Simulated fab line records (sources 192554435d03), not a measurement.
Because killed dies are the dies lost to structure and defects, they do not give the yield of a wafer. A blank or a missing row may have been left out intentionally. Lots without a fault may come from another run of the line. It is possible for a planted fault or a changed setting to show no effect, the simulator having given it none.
fab line records -- flow n5-finfet
[record] lots = 11, wafers = 31, last-day = 19
route steps=1938 shown BEOL_M3@1001 BEOL_M4@1023
lots that met no fault: taken from a fault-free run of the same line
start-h: hours from the record's first day to the start of the lot's first wafer shown -- wait-h: hours elapsed since this lot's preceding step -- " the same as in the row above -- L1.1+2: a row that stands for several wafers -- - either no value or no given start -- * or withheld: withheld -- < > ~ a bound
route shown NAME@n: NAME is a module with steps in the file, n the number in the route of the first one -- usual: the fault-free wafers' mean and standard deviation -- same: alike in all rows -- chamber/n: place in a boat -- sites: each site's reading -- _std_site: the values' standard deviation -- _edge_site: mean of outer sites minus mean of inner sites -- radius-mm: how far each site lies from the wafer's centre -- mask NAME#n: copy n -- behind: the last tool/chamber to shape the wafer -- hold: why the lot went on hold/how many hours it stayed there/how the hold came to an end -- device: the n, p or np transistor that did not switch -- end of line: the same wafers' tests at the end of the route -- a step with no rows: only its recipe -- killed: not the wafer's yield, but the dies lost to structure and defects at the first sort -- map: shows each die of a wafer: x if killed, . if not, _ if none is there
set.NAME: setting as actually run; set.NAME@STEP: the setting as run at that earlier step -- model.NAME: the simulator's own value behind a step, which no gauge read
one table for each step of the route and one row for each wafer, over a sample of lots
services: the hour from which a tool's chamber was out of use, counted from the record's first day as start-h (under 0 if before that day), plus the number of hours and why
[[steps]]
[step N5_BEOL_M3_ANNEAL_87]
[recipe] temp-c = 400, time-s = 240, ambient = vacuum
[usual] heater-power-w = 841/110
lot.wafer,tool,chamber,start-h,wait-h,heater-power-w
L384.2,pvd-sputter-02,-,168.65,0.0,903
L384.3,pvd-sputter-02,-,168.65,0.0,835
L384.6,pvd-sputter-02,-,168.65,0.0,818
L386.1,pvd-sputter-01,-,174.45,0.0,883
L386.4,pvd-sputter-01,-,174.45,0.0,564
L386.5,pvd-sputter-01,-,174.45,0.0,904
L387.3,pvd-sputter-02,-,181.21,0.0,921
L387.5,pvd-sputter-02,-,181.21,0.0,1041
L387.6,pvd-sputter-02,-,181.21,0.0,809
L389.2,pvd-sputter-02,-,196.15,0.0,915
L389.4,pvd-sputter-02,-,196.15,0.0,823
L389.6,pvd-sputter-02,-,196.15,0.0,840
L391.2,pvd-sputter-03,-,201.13,0.0,739
L391.3,pvd-sputter-03,-,201.13,0.0,750
L391.5,pvd-sputter-03,-,201.13,0.0,828
L390.1,pvd-sputter-03,-,204.33,0.0,737
L390.2,pvd-sputter-03,-,204.33,0.0,842
L390.6,pvd-sputter-03,-,204.33,0.0,821
L395.2,pvd-sputter-01,-,230.46,0.0,559
L395.3,pvd-sputter-01,-,230.46,0.0,890
L395.6,pvd-sputter-01,-,230.46,0.0,893
L397.5,pvd-sputter-02,-,263.70,0.1,1030
L397.6,pvd-sputter-02,-,263.70,0.1,856
L399.2,pvd-sputter-01,-,273.44,0.0,920
L399.4,pvd-sputter-01,-,273.44,0.0,548
L399.5,pvd-sputter-01,-,273.44,0.0,875
L400.3,pvd-sputter-03,-,282.33,0.0,724
L400.4,pvd-sputter-03,-,282.33,0.0,829
L405.1,pvd-sputter-03,-,303.77,0.0,743
L405.4,pvd-sputter-03,-,303.77,0.0,840
L405.5,pvd-sputter-03,-,303.77,0.0,754
[step N5_BEOL_M3_ANNEAL_89]
[recipe] temp-c = 400, time-s = 240, ambient = vacuum
[usual] heater-power-w = 841/110
lot.wafer,tool,chamber,start-h,wait-h,heater-power-w
L384.2,pvd-sputter-02,-,168.87,0.0,902
L384.3,pvd-sputter-02,-,168.87,0.0,865
L384.6,pvd-sputter-02,-,168.87,0.0,850
L386.1,pvd-sputter-01,-,174.67,0.0,885
L386.4,pvd-sputter-01,-,174.67,0.0,550
L386.5,pvd-sputter-01,-,174.67,0.0,906
L387.3,pvd-sputter-02,-,181.43,0.0,913
L387.5,pvd-sputter-02,-,181.43,0.0,1001
L387.6,pvd-sputter-02,-,181.43,0.0,794
L389.2,pvd-sputter-02,-,196.37,0.0,960
L389.4,pvd-sputter-02,-,196.37,0.0,831
L389.6,pvd-sputter-02,-,196.37,0.0,838
L391.2,pvd-sputter-03,-,201.35,0.0,758
L391.3,pvd-sputter-03,-,201.35,0.0,746
L391.5,pvd-sputter-03,-,201.35,0.0,850
L390.1,pvd-sputter-03,-,204.55,0.0,748
L390.2,pvd-sputter-03,-,204.55,0.0,834
L390.6,pvd-sputter-03,-,204.55,0.0,833
L395.2,pvd-sputter-01,-,230.68,0.0,564
L395.3,pvd-sputter-01,-,230.68,0.0,880
L395.6,pvd-sputter-01,-,230.68,0.0,893
L397.5,pvd-sputter-02,-,263.92,0.1,1040
L397.6,pvd-sputter-02,-,263.92,0.1,848
L399.2,pvd-sputter-01,-,273.66,0.0,892
L399.4,pvd-sputter-01,-,273.66,0.0,552
L399.5,pvd-sputter-01,-,273.66,0.0,887
L400.3,pvd-sputter-03,-,282.55,0.0,737
L400.4,pvd-sputter-03,-,282.55,0.0,836
L405.1,pvd-sputter-03,-,303.99,0.0,740
L405.4,pvd-sputter-03,-,303.99,0.0,832
L405.5,pvd-sputter-03,-,303.99,0.0,734
[step N5_BEOL_M3_CO_CAP_55]
[recipe] material = Co, target-thk-a = 20, temp-c = 200, precursor = CCTBA/H2, pressure-torr = 30, time-s = 102.1
[usual] heater-power-w = 235/16, run-length-s = 125.0/0.51
lot.wafer,tool,chamber,start-h,wait-h,heater-power-w,run-length-s,since-wet-clean-h
L384.2,cvd-co-01,0,170.54,0.0,268,124.6,712
L384.3,cvd-co-01,2,170.54,0.0,223,125.2,253
L384.6,cvd-co-01,0,170.54,0.0,264,123.9,-
L386.1,cvd-co-01,1,176.44,0.0,234,124.5,1155
L386.4,cvd-co-01,0,176.44,0.0,263,124.0,-
L386.5,cvd-co-01,2,176.44,0.0,224,125.0,-
L387.3,cvd-co-02,2,187.77,0.0,208,125.2,488
L387.5,cvd-co-02,1,187.77,0.0,241,125.3,-
L387.6,cvd-co-02,0,187.77,0.0,218,125.4,-
L389.2,cvd-co-02,0,200.22,0.0,227,125.4,960
L389.4,cvd-co-02,2,200.22,0.0,215,125.6,-
L389.6,cvd-co-02,1,200.22,0.0,232,125.2,-
L391.2,cvd-co-02,2,204.06,0.0,212,126.2,505
L391.3,cvd-co-02,1,204.06,0.0,231,125.0,67
L391.5,cvd-co-02,2,204.06,0.0,214,125.2,-
L390.1,cvd-co-02,0,207.38,0.0,239,125.5,967
L390.2,cvd-co-02,2,207.38,0.0,214,125.2,508
L390.6,cvd-co-02,0,207.38,0.0,228,125.4,-
L395.2,cvd-co-02,1,234.74,0.0,238,124.7,98
L395.3,cvd-co-02,0,234.74,0.0,236,125.9,995
L395.6,cvd-co-02,0,234.74,0.0,234,125.0,-
L397.5,cvd-co-02,0,265.57,0.0,235,125.0,-
L397.6,cvd-co-02,1,265.57,0.0,238,96.9,-
L399.2,cvd-co-02,2,275.33,0.0,215,125.1,576
L399.4,cvd-co-02,1,275.33,0.0,238,97.6,-
L399.5,cvd-co-02,2,275.33,0.0,213,125.7,-
L400.3,cvd-co-02,2,284.22,0.0,222,125.4,585
L400.4,cvd-co-02,2,284.22,0.0,218,98.3,-
L405.1,cvd-co-01,2,305.67,0.0,231,125.4,388
L405.4,cvd-co-01,1,305.67,0.0,227,125.1,-
L405.5,cvd-co-01,0,305.67,0.0,269,124.4,-
[step N5_BEOL_M4_PECVD_72]
[recipe] material = SiO2, target-thk-a = 160, temp-c = 400, precursor = TEOS/O2, pressure-torr = 5.5, rf-w = 450, teos-flow-sccm = 53.8, gas = O2, flow-sccm = 3000, time-s = 18
[usual] heater-power-w = 709/83, showerhead-plenum-p-Torr = 8.79/0.056, throttle-valve-pct = 22.6/1.2
lot.wafer,tool,chamber,start-h,wait-h,heater-power-w,showerhead-plenum-p-Torr,since-wet-clean-h,throttle-valve-pct
L384.2,pecvd-04,1,170.89,0.0,734,8.85,1781,23.3
L384.3,pecvd-04,2,170.89,0.0,676,8.82,302,22.2
L384.6,pecvd-04,0,170.89,0.0,611,8.71,-,22.8
L386.1,pecvd-03,0,176.82,0.0,709,8.85,699,24.2
L386.4,pecvd-03,1,176.82,0.0,596,8.81,-,22.4
L386.5,pecvd-03,0,176.82,0.0,680,8.81,-,24.2
L387.3,pecvd-04,1,188.15,0.0,722,8.86,1798,23.1
L387.5,pecvd-04,2,188.15,0.0,694,8.81,-,22.2
L387.6,pecvd-04,0,188.15,0.0,584,8.68,-,22.5
L389.2,pecvd-02,1,200.58,0.0,725,8.80,1992,21.9
L389.4,pecvd-02,1,200.58,0.0,737,8.79,-,21.7
L389.6,pecvd-02,0,200.58,0.0,780,8.75,-,24.0
L391.2,pecvd-03,0,204.46,0.0,729,8.79,727,24.1
L391.3,pecvd-03,1,204.46,0.0,642,8.81,-,22.2
L391.5,pecvd-03,0,204.46,0.0,732,8.85,-,24.0
L390.1,pecvd-03,0,207.74,0.0,727,8.85,730,24.3
L390.2,pecvd-03,1,207.74,0.0,579,8.83,1455,22.4
L390.6,pecvd-03,0,207.74,0.0,721,8.83,-,24.1
L395.2,pecvd-04,0,235.09,0.0,654,8.69,1120,22.5
L395.3,pecvd-04,2,235.09,0.0,684,8.82,366,22.7
L395.6,pecvd-04,2,235.09,0.0,704,8.79,-,22.6
L397.5,pecvd-02,0,265.90,0.1,767,8.76,-,23.9
L397.6,pecvd-02,2,265.90,0.1,722,8.70,-,20.8
L399.2,pecvd-02,2,275.68,0.0,844,8.72,577,20.8
L399.4,pecvd-02,1,275.68,0.0,872,8.80,-,21.6
L399.5,pecvd-02,2,275.68,0.0,812,8.70,-,20.8
L400.3,pecvd-03,2,284.57,0.0,640,8.79,53,20.1
L400.4,pecvd-03,0,284.57,0.0,777,8.84,-,24.5
L405.1,pecvd-04,1,306.02,0.0,638,8.83,1916,23.4
L405.4,pecvd-04,1,306.02,0.0,641,8.88,-,23.2
L405.5,pecvd-04,0,306.02,0.0,625,8.69,-,22.4
[step N5_BEOL_M4_RC_MEAS_101]
[usual] DIBL_N = 35.1/1.6, DIBL_P = 34.9/1.8, IOFF_N = 0.143/0.026, IOFF_P = 0.21/0.037, ION_N = 671/11, ION_P = 463/7.8, SS_N = 71.2/0.58, SS_P = 73.0/0.54, VT_N = 251/3, VT_P = -250/4.1
lot.wafer,tool,chamber,start-h,wait-h,DIBL_N[mV/V],DIBL_P[mV/V],IOFF_N[nA/um],IOFF_P[nA/um],ION_N[uA/um],ION_P[uA/um],SS_N[mV/dec],SS_P[mV/dec],VT_N[mV],VT_P[mV]
L384.2,prober-02,0,187.04,0.2,36.0,35.6,0.173,0.22,682,468,71.7,73.0,248,-247
L384.3,prober-02,0,187.04,0.2,35.5,35.7,0.165,0.23,682,468,71.4,73.1,247,-244
L384.6,prober-02,0,187.04,0.2,38.2,37.7,0.214,0.27,690,469,71.7,73.6,246,-242
L386.1,prober-02,0,191.28,0.0,32.9,32.2,0.110,0.18,663,462,69.8,72.5,255,-249
L386.4,prober-02,0,191.28,0.0,34.7,34.7,0.137,0.21,678,472,70.9,72.8,250,-248
L386.5,prober-02,0,191.28,0.0,35.1,35.1,0.147,0.22,680,464,71.3,72.7,252,-249
L387.3,prober-01,0,196.47,0.3,33.5,33.1,0.131,0.17,676,461,71.2,72.3,249,-254
L387.5,prober-01,0,196.47,0.3,33.3,32.9,0.129,0.17,670,453,71.2,73.0,251,-255
L387.6,prober-01,0,196.47,0.3,34.0,33.4,0.138,0.16,675,460,70.9,73.1,253,-254
L389.2,prober-02,0,211.34,0.2,33.6,34.0,0.139,0.22,672,467,71.6,73.1,250,-246
L389.4,prober-02,0,211.34,0.2,31.6,31.3,0.109,0.18,659,467,70.8,71.9,252,-249
L389.6,prober-02,0,211.34,0.2,31.3,31.5,0.106,0.18,655,457,70.6,71.9,253,-247
L391.2,prober-01,0,237.14,0.2,35.0,34.1,0.118,0.16,657,451,71.6,72.6,257,-256
L391.3,prober-01,0,237.14,0.2,34.8,33.8,0.119,0.15,654,450,71.5,72.9,255,-261
L391.5,prober-01,0,237.14,0.2,35.4,34.2,0.134,0.16,675,453,71.7,72.6,253,-255
L390.1,prober-01,0,241.00,0.0,34.3,35.1,0.135,0.20,681,467,71.2,73.2,254,-248
L390.2,prober-01,0,241.00,0.0,35.9,36.5,0.155,0.23,691,467,71.6,73.7,251,-246
L390.6,prober-01,0,241.00,0.0,33.5,34.4,0.131,0.20,668,469,71.2,72.3,252,-250
L395.2,prober-01,0,250.13,0.2,34.9,33.6,0.126,0.17,671,460,71.2,72.4,255,-254
L395.3,prober-01,0,250.13,0.2,35.5,35.2,0.131,0.18,661,459,70.9,73.8,254,-254
L395.6,prober-01,0,250.13,0.2,34.3,33.2,0.118,0.16,664,454,70.7,72.8,254,-256
L397.5,prober-02,0,284.17,0.7,32.1,33.4,0.114,0.18,667,467,70.3,72.9,255,-251
L397.6,prober-02,0,284.17,0.7,35.3,36.2,0.158,0.21,680,469,71.5,73.1,250,-249
L399.2,prober-01,0,292.09,0.2,34.3,32.9,0.113,0.21,654,457,70.6,72.9,259,-250
L399.4,prober-01,0,292.09,0.2,37.8,37.6,0.182,0.30,681,475,71.5,73.5,249,-243
L399.5,prober-01,0,292.09,0.2,39.0,37.7,0.201,0.29,676,466,72.7,74.2,249,-243
L400.3,prober-02,0,311.70,0.3,35.2,34.0,0.122,0.18,660,455,70.7,73.1,254,-253
L400.4,prober-02,0,311.70,0.3,35.7,33.9,0.121,0.18,653,454,70.8,73.1,256,-253
L405.1,prober-02,0,331.02,0.0,38.4,38.9,0.223,0.25,674,451,72.7,74.1,250,-248
L405.4,prober-02,0,331.02,0.0,33.5,34.8,0.133,0.19,675,461,70.7,72.9,252,-248
L405.5,prober-02,0,331.02,0.0,35.1,36.8,0.157,0.21,681,466,70.6,73.5,248,-252
[[services]]
tool,chamber,start-h,hours,kind
pecvd-04,0,157.67,2.1,scheduled-down
cvd-co-02,-,163.65,6.9,pm
pvd-sputter-03,-,168.35,2.5,repair
pecvd-03,2,172.77,6.1,repair
pecvd-03,2,178.89,2.1,scheduled-down
pecvd-04,1,192.15,2.1,scheduled-down
pecvd-02,2,194.93,2.1,scheduled-down
pecvd-03,2,202.38,-,clean
pecvd-03,2,202.38,-,consumable-replace:showerhead
pecvd-03,2,202.38,29.0,scheduled-down
pecvd-03,2,202.38,29.0,vent-cycle
pecvd-02,-,250.45,0.5,repair
cvd-co-02,-,254.53,0.8,repair
pvd-sputter-03,-,256.81,10.5,repair
pecvd-04,-,289.15,1.3,repair
pecvd-04,-,292.24,0.7,repair
cvd-co-02,1,301.81,3.3,repair
[[key]]
[first-sign] step = N5_BEOL_M3_CO_CAP_55, reading = run-length-s, direction = down, sigmas = 53, usual = *, struck = *
effect none on later readings
met-at N5_BEOL_M3_CO_CAP_55
struck-lots L397,L399,L400
struck-wafers L397.6,L399.4,L400.4
not-acting-at N5_BEOL_M3_ANNEAL_87,N5_BEOL_M3_ANNEAL_89,N5_BEOL_M4_PECVD_72
onset-between 234.74 265.57
[fault] kind = process-parameter-drift, tool = cvd-co-02, chamber = -, onset-h = 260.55, steps = N5_BEOL_M3_CO_CAP_55, channel = time-s, offset = *, shape = step, end-h = 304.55, scope = struck-wafers-only, acts-in = *, stated = *
